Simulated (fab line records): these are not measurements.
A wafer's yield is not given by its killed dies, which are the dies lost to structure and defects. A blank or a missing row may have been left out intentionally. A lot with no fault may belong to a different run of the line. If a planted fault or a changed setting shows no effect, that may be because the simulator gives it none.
fab line records | flow n5Finfet
record: lots: 10 wafers: 30 lastDay: 17
route steps=1938 shown MOL_CONTACT_COAG@535 PASSIVATION@1936
lots that met no fault: from a run of the same line without faults
startH: hours from the record's first day to the start of the lot's first wafer shown | waitH: how many hours have passed since the lot's step before this one | " same as the row above | L1.1+2: a single row standing in for several wafers | - no value, or no start was given | * or withheld: withheld | < > ~ a bound
route shown NAME@n: a module of which the file shows steps, and the number in the route of the first | usual: mean and standard deviation over wafers with no fault | same: alike in all rows | chamber/n: place in a boat | sites: the reading at each site | _std_site: standard deviation of those values | _edge_site: inner sites' mean taken away from outer sites' mean | radiusMm: for every site, how far away it sits from the centre of the wafer | mask NAME#n: copy n | behind: the most recent tool/chamber to have shaped the wafer | hold: cause of the lot's hold/its duration in hours/its outcome | device: transistor that didn't switch, given as n, p or np | end of line: tests of these same wafers at the route's end | a step without rows: its recipe alone | killed: at the first sort, the dies lost to defects and structure; wafer yield is something else | map: the dies of a wafer, with x for killed, . for not killed, _ for no die there
set.NAME: the setting that was run; set.NAME@STEP: the one run at that earlier step | model.NAME: the simulator's own value behind a step, which no gauge read
steps of the route over a sample of lots; a table a step, a row a wafer
services: from which hour (startH, from the record's first day; less than 0 if before it) a tool's chamber was out of use, for how many hours, and why
== steps ==
step: N5_MOL_CONTACT_COAG_CONTACT_ETCH_14
recipe: chemistry: C4F6/O2 target: SiO2 targetDepthA: 275 overetchA: 85 maskMaterial: SOC pressureMtorr: 30 sourceW: 370 biasW: 185 Ar_flow_sccm: 300 C4F6_flow_sccm: 16 O2_flow_sccm: 10 timeS: 20 ionEnergyEv: 259.6
usual: C4F6_flow_sccm: 16.01/0.045 drypumpMotorCurrentA: 5.3/0.46 oesProductAu: 0.64/0.077 rfVppV: 692/3.5 showerheadPlenumPTorr: 2.85/0.1 throttleValvePct: 21.25/0.3
columns lot.wafer tool chamber startH waitH C4F6_flow_sccm drypumpMotorCurrentA oesProductAu rfHoursCounterH rfVppV showerheadPlenumPTorr throttleValvePct
L448.3 rieDiel-04 3 88.49 0.0 16.00 4.9 0.63 165 697 3.01 21.65
L448.4 " 0 " " 16.00 5.5 0.62 217 693 2.85 21.67
L448.5 " 3 " " 16.02 4.8 0.62 - 697 3.01 21.64
L449.2 rieDiel-04 1 92.67 0.0 15.96 5.3 0.59 225 687 2.71 21.11
L449.4 " 3 " " 15.96 4.9 0.63 167 698 3.01 21.63
L449.6 " 2 " " 16.04 5.3 0.63 - 690 2.76 20.95
L450.2 rieDiel-05 2 102.73 0.0 16.02 5.2 0.74 38 694 2.94 20.87
L450.5 " 0 " " 16.01 5.9 0.57 - 689 2.82 21.09
L450.6 " 3 " " 16.01 4.9 0.64 - 689 2.78 21.41
L451.1 rieDiel-04 3 106.03 0.0 15.90 4.9 0.63 171 697 3.01 21.65
L451.2 " 2 " " 16.06 5.3 0.62 163 688 2.76 20.95
L451.5 " 1 " " 15.99 5.4 0.59 - 687 2.71 21.12
L455.2 rieDiel-01 2 130.84 0.0 16.10 6.3 0.58 223 693 2.83 21.26
L455.4 " 1 " " 15.95 4.7 0.64 177 695 2.98 21.37
L455.6 " 1 " " 16.00 4.7 0.64 - 695 2.98 21.38
L457.3 rieDiel-05 3 148.54 0.0 16.01 4.9 0.63 178 689 2.77 21.44
L457.5 " 0 " " 16.06 5.9 0.83 - 691 2.82 20.77
L457.6 " 3 " " 16.04 4.9 0.63 - 690 2.77 21.42
L459.1 rieDiel-01 3 153.32 0.0 15.96 4.9 0.59 235 693 2.81 20.93
L459.3 " 2 " " 16.05 6.3 0.59 232 689 2.82 21.28
L459.6 " 2 " " 16.01 6.3 0.58 - 691 2.82 21.29
L463.2 rieDiel-01 0 177.45 0.0 16.06 4.9 0.80 9 692 2.85 21.21
L463.5 " 1 " " 15.98 4.7 0.62 - 695 2.98 21.41
L463.6 " 0 " " 16.02 4.9 0.80 - 691 2.85 21.23
L466.2 rieDiel-04 3 198.56 0.0 16.00 4.9 0.60 211 696 2.99 21.70
L466.3 " 2 " " 15.97 5.3 0.60 203 687 2.74 20.99
L466.5 " 2 " " 16.07 5.3 0.60 - 686 2.74 20.99
L470.3 rieDiel-04 0 222.62 0.0 16.06 5.4 0.82 7 691 2.83 21.38
L470.5 " 2 " " 15.94 5.3 0.60 - 688 2.74 21.00
L470.6 " 1 " " 15.97 5.3 0.77 - 698 3.03 20.91
step: N5_MOL_CONTACT_COAG_IMPLANT_129
recipe: species: Ge energyKev: 3 doseCm2: 6e+14 tiltDeg: 0 rotationDeg: 0
usual: beamEnergyKeV: 3.0000/0.00093 endStationPressureTorr: 5.8e-06/3.4e-07
columns lot.wafer tool chamber startH waitH beamEnergyKeV endStationPressureTorr
L448.3 implanter-01 0 88.79 0.1 3.0007 5.6e-06
L448.4 " 0 " " 3.0013 5.7e-06
L448.5 " 0 " " 2.9995 5.4e-06
L449.2 implanter-01 0 92.95 0.1 3.0000 6.1e-06
L449.4 " 0 " " 3.0001 5.6e-06
L449.6 " 0 " " 2.9993 6.1e-06
L450.2 implanter-01 0 103.01 0.1 3.0010 5.6e-06
L450.5 " 0 " " 3.0007 5.4e-06
L450.6 " 0 " " 3.0016 5.5e-06
L451.1 implanter-01 0 106.28 0.0 2.9982 5.5e-06
L451.2 " 0 " " 2.9990 5.4e-06
L451.5 " 0 " " 2.9993 6.5e-06
L455.2 implanter-02 0 131.12 0.1 3.0000 5.8e-06
L455.4 " 0 " " 2.9995 6.5e-06
L455.6 " 0 " " 3.0006 6.2e-06
L457.3 implanter-01 0 148.86 0.1 6.4905 9.6e-06
L457.5 " 0 " " 6.4907 8.6e-06
L457.6 " 0 " " 6.4910 9.4e-06
L459.1 implanter-01 0 153.57 0.0 6.4913 8.7e-06
L459.3 " 0 " " 6.4910 1.03e-05
L459.6 " 0 " " 6.4909 9.3e-06
L463.2 implanter-02 0 177.73 0.1 2.9985 5.8e-06
L463.5 " 0 " " 3.0003 5.8e-06
L463.6 " 0 " " 2.9997 6.1e-06
L466.2 implanter-02 0 198.83 0.1 3.0005 5.1e-06
L466.3 " 0 " " 3.0004 5.6e-06
L466.5 " 0 " " 3.0007 6.1e-06
L470.3 implanter-02 0 222.93 0.1 3.0005 6.1e-06
L470.5 " 0 " " 2.9993 5.9e-06
L470.6 " 0 " " 3.0006 5.9e-06
step: N5_MOL_CONTACT_COAG_ALD_20
recipe: material: TiN targetThkA: 15 tempC: 400 aldPrecursorFamily: TiCl4 aldCoReactant: NH3 pulseTimeS: 1 purgeTimeS: 3 coReactantPurgeTimeS: 2 coReactantPulseTimeS: 2 aldCycles: 68 pressureTorr: 3
usual: heaterPowerOuterW: 574/41 heaterPowerW: 928/66 precursorPulseHeightRel: 1.001/0.02
same: coReactantPulseTimeS: 2
columns lot.wafer tool chamber startH waitH heaterPowerOuterW heaterPowerW precursorPulseHeightRel
L448.3 aldMetal-04 1 89.93 0.1 576 898 1.012
L448.4 " 0 " " 516 841 0.954
L448.5 " 2 " " 610 930 1.006
L449.2 aldMetal-04 0 93.61 0.1 514 859 1.023
L449.4 " 1 " " 589 936 1.016
L449.6 " 2 " " 623 938 1.027
L450.2 aldMetal-04 3 103.52 0.1 602 918 0.985
L450.5 " 2 " " 616 952 1.008
L450.6 " 1 " " 580 908 1.007
L451.1 aldMetal-01 0 106.94 0.1 600 1011 1.008
L451.2 " 1 " " 605 1045 1.018
L451.5 " 0 " " 586 1054 1.040
L455.2 aldMetal-03 1 131.66 0.1 475 848 0.970
L455.4 " 3 " " 579 999 1.008
L455.6 " 1 " " 471 831 0.992
L457.3 aldMetal-04 2 151.04 0.1 612 925 1.010
L457.5 " 2 " " 641 935 1.020
L457.6 " 1 " " 580 957 0.979
L459.1 aldMetal-04 1 154.54 0.1 587 935 0.967
L459.3 " 3 " " 604 940 1.010
L459.6 " 3 " " 614 967 1.034
L463.2 aldMetal-01 0 179.19 0.1 597 1052 0.978
L463.5 " 0 " " 613 1032 1.013
L463.6 " 1 " " 617 1048 0.998
L466.2 aldMetal-04 3 199.40 0.1 576 925 1.003
L466.3 " 0 " " 506 837 0.992
L466.5 " 3 " " 580 915 0.986
L470.3 aldMetal-01 2 223.44 0.1 546 921 1.024
L470.5 " 0 " " 631 1035 1.033
L470.6 " 2 " " 549 902 0.992
step: N5_MOL_CONTACT_COAG_ANNEAL_113
recipe: tempC: 400 timeS: 300 ambient: H2/N2
usual: annealTempCMax: 402.7/0.82 lampPowerPct: 2.80/0.16 lamp_zone_7_pct: 2.94/0.17 wafer_temp_C_max: 401.8/0.55
columns lot.wafer tool chamber startH waitH annealTempCMax lampPowerPct lamp_zone_7_pct wafer_temp_C_max
L448.3 rtpAnneal-01 0 91.81 0.6 403.8 3.01 3.16 401.0
L448.4 " 0 " " 403.2 3.01 3.17 401.0
L448.5 " 0 " " 403.3 3.01 3.17 401.2
L449.2 rtpAnneal-02 0 97.92 0.5 402.0 2.68 2.81 402.6
L449.4 " 0 " " 403.1 2.68 2.81 401.7
L449.6 " 0 " " 402.1 2.68 2.81 402.7
L450.2 rtpAnneal-02 0 105.86 0.5 402.0 2.68 2.81 401.4
L450.5 " 0 " " 402.5 2.68 2.81 401.8
L450.6 " 0 " " 401.6 2.68 2.81 402.5
L451.1 rtpAnneal-01 0 109.47 0.3 404.2 3.02 3.16 401.4
L451.2 " 0 " " 402.9 3.01 3.17 401.4
L451.5 " 0 " " 403.5 3.01 3.16 401.4
L455.2 rtpAnneal-01 0 134.05 0.8 403.8 3.01 3.16 401.4
L455.4 " 0 " " 402.9 3.01 3.16 401.7
L455.6 " 0 " " 403.7 3.01 3.16 401.3
L457.3 rtpAnneal-02 0 153.23 0.7 403.3 2.67 2.81 401.5
L457.5 " 0 " " 402.1 2.68 2.81 401.6
L457.6 " 0 " " 402.6 2.68 2.82 401.4
L459.1 rtpAnneal-02 0 156.17 0.5 402.7 2.68 2.81 401.7
L459.3 " 0 " " 402.5 2.67 2.81 401.4
L459.6 " 0 " " 402.3 2.68 2.81 402.1
L463.2 rtpAnneal-02 0 181.31 0.6 402.0 2.68 2.81 402.4
L463.5 " 0 " " 402.0 2.67 2.82 402.7
L463.6 " 0 " " 401.9 2.68 2.81 403.0
L466.2 rtpAnneal-01 0 202.36 0.5 404.4 3.01 3.16 401.0
L466.3 " 0 " " 404.7 3.01 3.16 401.5
L466.5 " 0 " " 402.2 3.01 3.16 401.5
L470.3 rtpAnneal-02 0 226.61 0.6 401.7 2.68 2.82 402.3
L470.5 " 0 " " 402.7 2.68 2.81 401.3
L470.6 " 0 " " 401.6 2.67 2.82 402.0
step: N5_PASSIVATION_PROBE_49
usual: killed_at_M0_to_M3: 35/11 killed_at_M4_up: 13/5.7 killedAtContacts: 12/5.7 killedAtFrontEnd: 40/11 killedAtOther: 4/4.4 killedDies: 105/18 killedOpen: 68/14 killedShort: 34/7.4
same: grossDies: 1180 killedAtBackSide: 0
columns lot.wafer tool chamber startH waitH killed_at_M0_to_M3 killed_at_M4_up killedAtContacts killedAtFrontEnd killedAtOther killedDies killedOpen killedShort
L457.3 prober-02 - 319.67 0.1 27 10 7 34 0 78 49 28
L457.5 prober-02 - 319.77 0.2 42 13 7 45 13 120 82 25
L457.6 prober-02 - 319.82 0.3 28 17 13 29 2 89 58 30
killed by level:class
L457.3 FIN_SAQP:geometricParticle:open=9 BEOL_M0_SAQP:geometricParticle:open=8 BEOL_M0_SAQP:geometricParticle:short=8 GATE_CUT:geometricParticle:short=7 STI_FIN_REVEAL:geometricParticle:open=6 MOL_CONTACT_COAG:geometricParticle:open=6 ILD0:geometricParticle:open=4 BEOL_M2:geometricParticle:open=4
L457.5 STI_FIN_REVEAL:geometricParticle:open=17 BEOL_M2:geometricParticle:open=17 PASSIVATION:areaEtch=12 BEOL_M0_SAQP:geometricParticle:open=9 FIN_SAQP:geometricParticle:open=8 MOL_CONTACT_COAG:geometricParticle:open=7 BEOL_M0_SAQP:geometricParticle:short=7 STARTING-WAFER:geometricParticle:short=5
L457.6 MOL_CONTACT_COAG:geometricParticle:open=11 FIN_SAQP:geometricParticle:open=9 BEOL_M0_SAQP:geometricParticle:open=8 BEOL_M0_SAQP:geometricParticle:short=8 FIN_SAQP:geometricParticle:short=5 BEOL_M2:geometricParticle:open=5 STI_FIN_REVEAL:geometricParticle:open=4 BEOL_M4:geometricParticle:open=4
== services ==
columns tool chamber startH hours kind
rieDiel-05 - 71.46 0.8 repair
aldMetal-04 3 76.45 21.0 repair
rieDiel-01 - 102.19 4.3 pm
rieDiel-01 2 107.31 5.2 repair
implanter-01 - 110.27 3.6 pm
rieDiel-05 2 120.99 4.6 repair
implanter-01 - 130.23 5.2 repair
aldMetal-03 - 138.52 8.7 pm
implanter-02 - 144.09 2.8 repair
implanter-01 - 150.60 2.9 repair
rieDiel-04 1 152.74 6.5 repair
aldMetal-03 3 164.97 2.0 repair
rieDiel-04 1 165.36 - clean
rieDiel-04 1 165.36 - consumableReplace:focusRing
rieDiel-04 1 165.36 - consumableReplace:showerhead
rieDiel-04 1 165.36 12.3 scheduledDown
rieDiel-04 1 165.36 12.3 ventCycle
rtpAnneal-02 - 175.38 5.5 pm
rieDiel-04 0 177.71 - clean
rieDiel-04 0 177.71 - consumableReplace:focusRing
rieDiel-04 0 177.71 25.2 scheduledDown
aldMetal-04 - 181.96 0.7 repair
implanter-02 - 195.14 3.3 repair
aldMetal-01 1 206.53 35.8 repair
== key ==
firstSign: step: N5_MOL_CONTACT_COAG_IMPLANT_129 reading: beamEnergyKeV direction: up sigmas: 99+ usual: 3.0000 struck: 6.4909
effect: step: N5_MOL_CONTACT_COAG_IMPLANT_129 reading: endStationPressureTorr direction: up sigmas: 10 usual: 5.8e-06 struck: 9.3e-06
metAt N5_MOL_CONTACT_COAG_IMPLANT_129
struckLots L457,L459
testerLeftOut L457,L459
baselineLoss: step: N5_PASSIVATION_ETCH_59 wafers: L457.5
notActingAt N5_MOL_CONTACT_COAG_CONTACT_ETCH_14,N5_MOL_CONTACT_COAG_ALD_20,N5_MOL_CONTACT_COAG_ANNEAL_113
onsetBetween 106.28 148.86
fault: kind: processParameterDrift tool: implanter-01 chamber: - onsetH: 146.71 steps: N5_MOL_CONTACT_COAG_IMPLANT_129 channel: energyKev offset: 3.491 shape: step endH: 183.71 actsIn: theseRecipesOnly stated: 3
testerLeftOut: of these lots the tester's yield and bins aren't shown, on N5 and GAA mostly nor the transistor test; their killed dies are dies lost to structure and defects alone, not to doping, threshold or leakage, so they don't give the yield
baselineLoss: these wafers lose ten dies or more at that step, a loss of the line's own and not of a fault; the sort's usual values leave them out
